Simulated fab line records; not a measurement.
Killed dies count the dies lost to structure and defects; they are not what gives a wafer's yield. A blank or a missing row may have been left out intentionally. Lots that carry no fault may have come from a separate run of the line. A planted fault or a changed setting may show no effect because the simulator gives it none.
Lot-split experiment :: flow n5 finfet :: 7 lots, 21 wafers read, on a route of 1938 steps

== ON THE SPLIT ==
At N5_BEOL_M5_PECVD_70 (deposits SiO2 from TEOS/O2, target thk 16 nm, time 18 s), the setting temp c was moved away from the recipe's 400 C on 8 of the 21 wafers read, by -3.9% to +2.9%. All remaining wafers had this setting at the recipe value.

== FROM THE SPLIT TO THE READING: what the file shows between them, 9 steps ==
- N5_BEOL_M5_HM_DEP_02: deposits TiN, target thk 20 nm (also split here: target thk a)
- N5_BEOL_M5_COAT_59: time 60 s, resist thk 60 nm
- N5_BEOL_M5_COAT_60: time 60 s, resist thk 12 nm
- N5_BEOL_M5_STRIP_73: strips in N2/H2
- N5_BEOL_M5_STRIP_64: strips in CF4
- N5_BEOL_M5_HM_OPEN_17: chemistry Cl2/BCl3, target TiN, target depth 20 nm, overetch 6 nm
- N5_BEOL_M5_TRENCH_ETCH_37: etches SiCOH lowk in C4F6/O2, target depth 71.652 nm, time 24.7 s (also split here: source w)
- N5_BEOL_M5_ETCH_41: etches SiCN in CH3F/O2, target depth 31.5 nm, time 56.7 s (also split here: source w)
- N5_BEOL_M5_STRIP_91: strips in N2/H2, time 10 s

== THE READING ==
SiO2_of_BEOL_M5_PECVD_70.thk nm (the simulator's own value, which no gauge read), in nm, at N5_BEOL_M5_HM_STRIP_39 (strips TiN in peroxide tin strip, target depth 25 nm, time 158 s). There is no usual value for it anywhere in the file. Average 15.8 nm, standard deviation 0.24 nm, over the 13 wafers here run with the recipe.

wafer: L074.2
tool, chamber at the split: pecvd-01, 1,0
temp c as run, C: 400
against the recipe: recipe
SiO2_of_BEOL_M5_PECVD_70.thk nm, nm: 15.4
against lot-mates on the recipe: -

wafer: L074.3
tool, chamber at the split: pecvd-01, 1,0
temp c as run, C: 400
against the recipe: recipe
SiO2_of_BEOL_M5_PECVD_70.thk nm, nm: 15.6
against lot-mates on the recipe: -

wafer: L074.4
tool, chamber at the split: pecvd-01, 2
temp c as run, C: 410.1
against the recipe: +2.5%
SiO2_of_BEOL_M5_PECVD_70.thk nm, nm: 14.6
against lot-mates on the recipe: -0.9

wafer: L075.4
tool, chamber at the split: pecvd-03, 0
temp c as run, C: 400
against the recipe: recipe
SiO2_of_BEOL_M5_PECVD_70.thk nm, nm: 15.6
against lot-mates on the recipe: -

wafer: L075.5
tool, chamber at the split: pecvd-03, 2
temp c as run, C: 400
against the recipe: recipe
SiO2_of_BEOL_M5_PECVD_70.thk nm, nm: 15.8
against lot-mates on the recipe: -

wafer: L075.6
tool, chamber at the split: pecvd-03, 1
temp c as run, C: 411.7
against the recipe: +2.9%
SiO2_of_BEOL_M5_PECVD_70.thk nm, nm: 14.6
against lot-mates on the recipe: -1.1

wafer: L078.1
tool, chamber at the split: pecvd-01, 1
temp c as run, C: 394.5
against the recipe: -1.4%
SiO2_of_BEOL_M5_PECVD_70.thk nm, nm: 16.2
against lot-mates on the recipe: +0.2

wafer: L078.2
tool, chamber at the split: pecvd-01, 2
temp c as run, C: 394.5
against the recipe: -1.4%
SiO2_of_BEOL_M5_PECVD_70.thk nm, nm: 16.2
against lot-mates on the recipe: +0.2

wafer: L078.5
tool, chamber at the split: pecvd-01, 1
temp c as run, C: 400
against the recipe: recipe
SiO2_of_BEOL_M5_PECVD_70.thk nm, nm: 16
against lot-mates on the recipe: -

wafer: L080.2
tool, chamber at the split: pecvd-01, 2
temp c as run, C: 400
against the recipe: recipe
SiO2_of_BEOL_M5_PECVD_70.thk nm, nm: 15.6
against lot-mates on the recipe: -

wafer: L080.5
tool, chamber at the split: pecvd-01, 0,2
temp c as run, C: 406.9
against the recipe: +1.7%
SiO2_of_BEOL_M5_PECVD_70.thk nm, nm: 15
against lot-mates on the recipe: -0.6

wafer: L080.6
tool, chamber at the split: pecvd-01, 0,2
temp c as run, C: 406.9
against the recipe: +1.7%
SiO2_of_BEOL_M5_PECVD_70.thk nm, nm: 15
against lot-mates on the recipe: -0.6

wafer: L086.2
tool, chamber at the split: pecvd-04, 0,2
temp c as run, C: 400
against the recipe: recipe
SiO2_of_BEOL_M5_PECVD_70.thk nm, nm: 15.8
against lot-mates on the recipe: -

wafer: L086.3
tool, chamber at the split: pecvd-04, 0
temp c as run, C: 400
against the recipe: recipe
SiO2_of_BEOL_M5_PECVD_70.thk nm, nm: 16
against lot-mates on the recipe: -

wafer: L086.5
tool, chamber at the split: pecvd-04, 0,2
temp c as run, C: 400
against the recipe: recipe
SiO2_of_BEOL_M5_PECVD_70.thk nm, nm: 16
against lot-mates on the recipe: -

wafer: L092.1
tool, chamber at the split: pecvd-04, 0
temp c as run, C: 400
against the recipe: recipe
SiO2_of_BEOL_M5_PECVD_70.thk nm, nm: 16
against lot-mates on the recipe: -

wafer: L092.5
tool, chamber at the split: pecvd-04, 1
temp c as run, C: 384.7
against the recipe: -3.8%
SiO2_of_BEOL_M5_PECVD_70.thk nm, nm: 17.6
against lot-mates on the recipe: +1.5

wafer: L092.6
tool, chamber at the split: pecvd-04, 2
temp c as run, C: 400
against the recipe: recipe
SiO2_of_BEOL_M5_PECVD_70.thk nm, nm: 16.2
against lot-mates on the recipe: -

wafer: L093.1
tool, chamber at the split: pecvd-04, 2
temp c as run, C: 384.2
against the recipe: -3.9%
SiO2_of_BEOL_M5_PECVD_70.thk nm, nm: 17.2
against lot-mates on the recipe: +1.6

wafer: L093.2
tool, chamber at the split: pecvd-04, 0
temp c as run, C: 400
against the recipe: recipe
SiO2_of_BEOL_M5_PECVD_70.thk nm, nm: 15.4
against lot-mates on the recipe: -

wafer: L093.6
tool, chamber at the split: pecvd-04, 2
temp c as run, C: 400
against the recipe: recipe
SiO2_of_BEOL_M5_PECVD_70.thk nm, nm: 15.8
against lot-mates on the recipe: -
If several chambers appear in one row, that row covers several wafers at once and the file leaves open which wafer was in which chamber.

FIT RESULTS
A straight line over all 21 wafers: SiO2_of_BEOL_M5_PECVD_70.thk nm changes by -0.417 nm for each +1% of temp c; r = -0.95; the points scatter about the line by 0.22 nm.
The same after taking each lot's own level away (the mean of its wafers on the recipe; 21 wafers): -0.368 nm for each +1%; r = -0.98; scatter 0.14 nm.
The reading moves by 1.5 nm for the largest change in temp c, on that fit.
Across the lots, their own levels run from 15.50 to 16.10 nm, a range of 2.5 times the standard deviation given above.
So the slope is not independent of the lot-to-lot level: the two fits are not the same.
Check: for one of the wafers moved furthest among these (-3.9%), held out of the fit, the line's prediction against its lot-mates is +1.36 nm. Against them it came out at +1.6 nm.

== OTHER SPLITS APPLIED TO THESE WAFERS ==
Other splits were also applied to these wafers ahead of the reading. Each is held against what the fit with the lots' levels taken away leaves over:
other split on the same wafers: N5_BEOL_M3_SPUTTER_48 time s
wafers away from the commonest value: 5
r with SiO2_of_BEOL_M5_PECVD_70.thk nm (lot level and that fit taken away): +0.04

other split on the same wafers: N5_BEOL_M5_HM_DEP_02 target thk a
wafers away from the commonest value: 6
r with SiO2_of_BEOL_M5_PECVD_70.thk nm (lot level and that fit taken away): +0.28

other split on the same wafers: N5_BEOL_M5_TRENCH_ETCH_37 source w
wafers away from the commonest value: 6
r with SiO2_of_BEOL_M5_PECVD_70.thk nm (lot level and that fit taken away): -0.06

other split on the same wafers: N5_BEOL_M5_ETCH_41 source w
wafers away from the commonest value: 5
r with SiO2_of_BEOL_M5_PECVD_70.thk nm (lot level and that fit taken away): -0.06

== THE WHOLE CHAIN: every reading that the file lists as answering this split, in the file's order ==
step: N5_BEOL_M5_PECVD_70
what it does: deposits SiO2 from TEOS/O2, target thk 16 nm, time 18 s
reading: SiO2_of_BEOL_M5_PECVD_70.thk nm (the simulator's own value, which no gauge read)
change (the file's fit): -0.368 nm for each +1% of the setting
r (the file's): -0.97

step: N5_BEOL_M5_HM_STRIP_39
what it does: strips TiN in peroxide tin strip, target depth 25 nm, time 158 s
reading: SiO2_of_BEOL_M5_PECVD_70.thk nm (the simulator's own value, which no gauge read)
change (the file's fit): -0.377 nm for each +1% of the setting
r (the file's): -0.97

== FILE'S OWN FIT ==
SiO2_of_BEOL_M5_PECVD_70.thk nm changes by -0.377 nm for each +1% of temp c, r = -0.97.
